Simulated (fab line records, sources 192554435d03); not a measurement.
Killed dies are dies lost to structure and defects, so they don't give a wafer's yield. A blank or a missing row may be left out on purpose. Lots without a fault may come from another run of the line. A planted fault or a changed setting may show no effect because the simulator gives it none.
fab line records | flow n5_finfet
record lots=7 wafers=39
route steps=1938 shown WELL_APT@47 SD_EPI_N@277 HKMG_FIN@419 GATE_CUT@466 MOL_CONTACT_COAG@584 BEOL_M4@1111
start_h: hours from the record's first day to the start of the lot's first wafer shown | wait_h: hours since the lot's step before | " the same as in the row above | L1.1+2: a row that stands for several wafers | - no value, or no start given | * or withheld: withheld | < > ~ a bound
route shown NAME@n: a module of which the file shows steps, and the number in the route of the first | usual: mean/standard deviation of fault-free wafers | same: alike in all rows | chamber/n: place in a boat | sites: the reading at each site | _std_site: their standard deviation | _edge_site: outer sites' mean less inner sites' | radius_mm: how far each site lies from the wafer's centre | mask NAME#n: copy n | behind: the tool/chamber that last shaped the wafer | hold: why the lot was held/for how many hours/how that ended | device: the transistor (n, p or np) that didn't switch | end of line: the same wafers' tests at the end of the route | a step without rows: its recipe alone | killed: dies lost to structure and defects at the first sort, not the wafer's yield | map: a wafer's dies, x killed, . not, _ none there
set.NAME: the setting as run; set.NAME@STEP: as run at that earlier step | model.NAME: the simulator's own value behind a step, which no gauge read
lots whose settings were changed on purpose; a table a step, a row a wafer
## steps
# step N5_WELL_APT_IMPLANT_31
# recipe species=B energy_kev=60 dose_cm2=1.5e+13 tilt_deg=0 rotation_deg=0
# step N5_SD_EPI_N_ETCHBACK_44
# recipe chemistry=CH3F/O2 mode=anisotropic_etchback target=SiNx target_depth_a=145 stop_on=SiO2 over_etch_frac=0.3 ion_energy_ev=120 pressure_mtorr=30 source_w=395 bias_w=73 Ar_flow_sccm=150 CH3F_flow_sccm=30 O2_flow_sccm=20
# step N5_HKMG_FIN_ALD_36
# recipe material=TiN target_thk_a=10 temp_c=400 ald_precursor_family=TiCl4 ald_co_reactant=NH3 pulse_time_s=1 purge_time_s=3 co_reactant_purge_time_s=2 co_reactant_pulse_time_s=2 ald_cycles=47 pressure_torr=3
# step N5_HKMG_FIN_ETCH_35
# recipe chemistry=N2/H2 target=SOC target_depth_a=2158 ion_energy_ev=65 bias_w=5 source_w=3000 time_s=243.4 pressure_mtorr=30 n2_flow_sccm=200 h2_flow_sccm=200
# step N5_GATE_CUT_ETCH_56
# recipe chemistry=Cl2/Ar target=TiN target_depth_a=216 pressure_mtorr=10 icp_w=600 bias_w=60 Cl2_flow_sccm=40 Ar_flow_sccm=60
# step N5_MOL_CONTACT_COAG_ETCHBACK_135
# recipe chemistry=CHF3 target=SiO2 target_depth_a=250 time_s=16.7 ion_energy_ev=200 pressure_mtorr=30 source_w=610 bias_w=170 Ar_flow_sccm=200 CHF3_flow_sccm=50
# step N5_MOL_CONTACT_COAG_EXPOSE_37
# recipe mask_id=VD na=0.33 source_shape=annular sigma_inner=0.3 sigma_outer=0.7 polarization=unpolarized defocus_nm=0 dose_mj=62
# step N5_MOL_CONTACT_COAG_VIA_ETCH_117
# recipe chemistry=C4F6/O2 target_depth_a=400 overetch_a=80 mask_material=SOC target=SiO2 bias_w=455 pressure_mtorr=10 time_s=26 source_w=325 Ar_flow_sccm=300 C4F6_flow_sccm=10 O2_flow_sccm=10 ion_energy_ev=575.3 ends=end_point
# step N5_BEOL_M4_RC_MEAS_101
# usual RS_PWELL=3013/23
# columns lot.wafer tool chamber start_h wait_h set.dose_cm2@WELL_APT_IMPLANT_31 set.over_etch_frac@SD_EPI_N_ETCHBACK_44 set.ald_cycles@HKMG_FIN_ALD_36 set.bias_w@HKMG_FIN_ETCH_35 set.target_depth_a@GATE_CUT_ETCH_56 set.target_depth_a@MOL_CONTACT_COAG_ETCHBACK_135 set.dose_mj@MOL_CONTACT_COAG_EXPOSE_37 set.target_depth_a@MOL_CONTACT_COAG_VIA_ETCH_117 RS_PWELL[ohm/sq]
L075.1 prober-01 0 167.82 0.0 1.5e+13 0.3 44 5 216 250 62 400 2983
L075.2 " 0 " " 1.5e+13 0.3 47 5 216 222.8 62 400 3050
L075.3 " 0 " " 1.5e+13 0.293 47 5.8 208.4 250 62 400 3016
L075.4 " 0 " " 1.5e+13 0.3 47 5.8 208.4 222.8 62 400 3006
L075.5 " 0 " " 1.5e+13 0.293 44 5 208.4 250 62 400 2994
L075.6 " 0 " " 1.5e+13 0.293 44 5.8 216 222.8 62 400 3007
L079.1 prober-02 0 194.14 0.0 1.5e+13 0.3105 47 5 240.8 250 59 400 3056
L079.2 " 0 " " 1.5e+13 0.3105 47 5.801 216 250 62 400 3036
L079.3 " 0 " " 1.5e+13 0.3 47 5 216 229.2 62 400 3018
L079.4 " 0 " " 1.5e+13 0.3 47 5 240.8 229.2 59 400 3030
L079.5 " 0 " " 1.5e+13 0.3105 47 5.801 240.8 229.2 62 400 3037
L079.6 " 0 " " 1.5e+13 0.3 47 5.801 216 250 59 400 3035
L081.1 prober-02 0 209.67 0.0 1.5e+13 0.3232 47 5.76 216 250 66.86 400 3027
L081.2 " 0 " " 1.5e+13 0.3232 51 5 216 219.2 62 417.4 3021
L081.3 " 0 " " 1.5e+13 0.3 47 5 240.7 219.2 66.86 400 3013
L081.4 " 0 " " 1.5e+13 0.3232 47 5.76 240.7 250 62 417.4 3013
L081.5 " 0 " " 1.5e+13 0.3 51 5.76 240.7 219.2 62 400 3031
L081.6 " 0 " " 1.5e+13 0.3 51 5 216 250 66.86 417.4 3022
L082.1 prober-02 0 218.32 0.4 1.264e+13 0.3 49 5 216 278.4 62 400 3332
L082.2 " 0 " " 1.264e+13 0.2768 49 4.268 205.3 250 66.81 400 3302
L082.3 " 0 " " 1.5e+13 0.3 49 5 205.3 250 62 451.7 2995
L082.4 " 0 " " 1.264e+13 0.2768 47 5 216 250 66.81 451.7 3308
L082.5 " 0 " " 1.5e+13 0.3 47 4.268 216 278.4 62 451.7 3007
L082.6 " 0 " " 1.5e+13 0.2768 47 4.268 205.3 278.4 66.81 400 2988
L086.1 prober-02 0 240.00 0.0 1.285e+13 0.3 46 5 216 278.4 58.01 400 3310
L086.2 " 0 " " 1.285e+13 0.3 47 5 216 250 62 359.9 3282
L086.3 " 0 " " 1.5e+13 0.3 46 5 216 250 62 400 2994
L086.4 " 0 " " 1.5e+13 0.3 47 5 216 278.4 62 400 3011
L086.5 " 0 " " 1.285e+13 0.3 47 5 216 250 58.01 359.9 3285
L086.6 " 0 " " 1.5e+13 0.3 46 5 216 278.4 58.01 359.9 2990
L092.3 prober-02 0 280.97 0.3 1.5e+13 0.3 47 5 216 250 62 400 3049
L092.4 " 0 " " 1.5e+13 0.3 47 5 216 250 62 400 3011
L092.6 " 0 " " 1.5e+13 0.3 47 5 216 250 62 400 3039
L095.1 prober-02 0 285.90 0.0 1.5e+13 0.2906 47 4.27 216 267.6 62 400 3037
L095.2 " 0 " " 1.5e+13 0.3 47 4.27 216 250 62 447.6 3012
L095.3 " 0 " " 1.5e+13 0.2906 47 5 232.1 267.6 66.4 447.6 3009
L095.4 " 0 " " 1.5e+13 0.3 46 5 232.1 267.6 62 400 3011
L095.5 " 0 " " 1.5e+13 0.2906 46 5 216 250 66.4 400 3033
L095.6 " 0 " " 1.5e+13 0.3 46 4.27 232.1 250 66.4 447.6 3015
## key
split step=N5_WELL_APT_IMPLANT_31 setting=dose_cm2 stated_as=1.5e+13
response step=N5_BEOL_M4_RC_MEAS_101 reading=RS_PWELL slope=-20.3 per=1% together_with=all explained=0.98
split step=N5_SD_EPI_N_ETCHBACK_44 setting=over_etch_frac stated_as=0.3
response none clear
split step=N5_HKMG_FIN_ALD_36 setting=ald_cycles stated_as=47
response none clear
split step=N5_HKMG_FIN_ETCH_35 setting=bias_w stated_as=5
response none clear
split step=N5_GATE_CUT_ETCH_56 setting=target_depth_a stated_as=216
response none clear
split step=N5_MOL_CONTACT_COAG_ETCHBACK_135 setting=target_depth_a stated_as=250
response none clear
split step=N5_MOL_CONTACT_COAG_EXPOSE_37 setting=dose_mj stated_as=62
response none clear
split step=N5_MOL_CONTACT_COAG_VIA_ETCH_117 setting=target_depth_a stated_as=400
response none clear
